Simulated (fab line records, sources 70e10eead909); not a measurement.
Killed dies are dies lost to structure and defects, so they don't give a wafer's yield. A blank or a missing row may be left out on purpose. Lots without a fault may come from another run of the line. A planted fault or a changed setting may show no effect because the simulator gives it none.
Chamber matching | flow nand_harc | NHARC_P_M1_STRIP_18 on rie_diel-02: 4 sister chambers
The step strips in N2/H2. 18 wafers are shown with their chamber, then 9 later ones without.

WAFERS WITH THEIR CHAMBER
wafer  | chamber | drypump_motor_current_A (A) | rf_vpp_V (V) | oes_product_au (a.u.)
L076.1 | 2       | 5.50                        | 90.7         | 1.010
L076.2 | 0       | 5.75                        | 90.5         | 0.990
L076.6 | 1       | 6.13                        | 90.4         | 1.010
L078.3 | 0       | 5.75                        | 90.3         | 0.993
L078.4 | 1       | 6.13                        | 88.8         | 1.000
L078.5 | 2       | 5.50                        | 90.1         | 1.004
L083.2 | 3       | 6.63                        | 89.9         | 0.999
L083.4 | 2       | 5.50                        | 92.1         | 0.990
L083.5 | 0       | 5.73                        | 89.4         | 0.983
L086.1 | 1       | 6.10                        | 92.2         | 1.002
L086.2 | 3       | 6.63                        | 89.5         | 0.998
L086.4 | 2       | 5.53                        | 90.8         | 1.006
L089.1 | 1       | 6.10                        | 91.3         | 0.988
L089.4 | 0       | 5.74                        | 90.8         | 0.981
L089.5 | 0       | 5.73                        | 90.2         | 0.989
L088.3 | 1       | 6.13                        | 90.6         | 0.985
L088.4 | 3       | 6.64                        | 88.6         | 0.990
L088.5 | 2       | 5.51                        | 91.9         | 0.987

SIGNATURES (means of the wafers above)
reading                 | chamber 0 | chamber 1 | chamber 2 | chamber 3 | scatter within a chamber
drypump_motor_current_A | 5.7400    | 6.1180    | 5.5080    | 6.6333    | 0.0126
rf_vpp_V                | 90.240    | 90.660    | 91.120    | 89.333    | 0.894
oes_product_au          | 0.98720   | 0.99700   | 0.99940   | 0.99567   | 0.00844
Rule: a wafer's distance from a chamber is the root of the sum, over the readings, of the square of ((its reading less the chamber's mean) divided by the reading's scatter). The wafer belongs to the nearest chamber; if the next one is less than 2 further off, it can't be placed. The scatter: the root of (the sum of the squares of (reading less its chamber's mean) over the shown wafers, divided by (wafers less chambers)).

WAFERS WITHOUT THEIR CHAMBER
wafer  | drypump_motor_current_A (A) | rf_vpp_V (V) | oes_product_au (a.u.)
L092.2 | 6.66                        | 90.1         | 0.996
L092.3 | 6.11                        | 90.3         | 0.991
L092.6 | 5.73                        | 91.8         | 0.989
L093.2 | 6.61                        | 89.9         | 0.991
L093.3 | 5.76                        | 90.1         | 0.993
L093.4 | 6.13                        | 90.9         | 1.000
L097.3 | 5.53                        | 90.6         | 1.006
L097.4 | 5.75                        | 89.8         | 1.004
L097.6 | 5.52                        | 90.0         | 1.003

WHICH CHAMBER EACH WENT THROUGH
wafer  | from the rows above | in truth
L092.2 | 3                   | 3
L092.3 | 1                   | 1
L092.6 | 0                   | 0
L093.2 | 3                   | 3
L093.3 | 0                   | 0
L093.4 | 1                   | 1
L097.3 | 2                   | 2
L097.4 | 0                   | 0
L097.6 | 2                   | 2
Placed correctly: 9 of 9. Can't be placed from these rows: 0. Placed wrongly: 0.
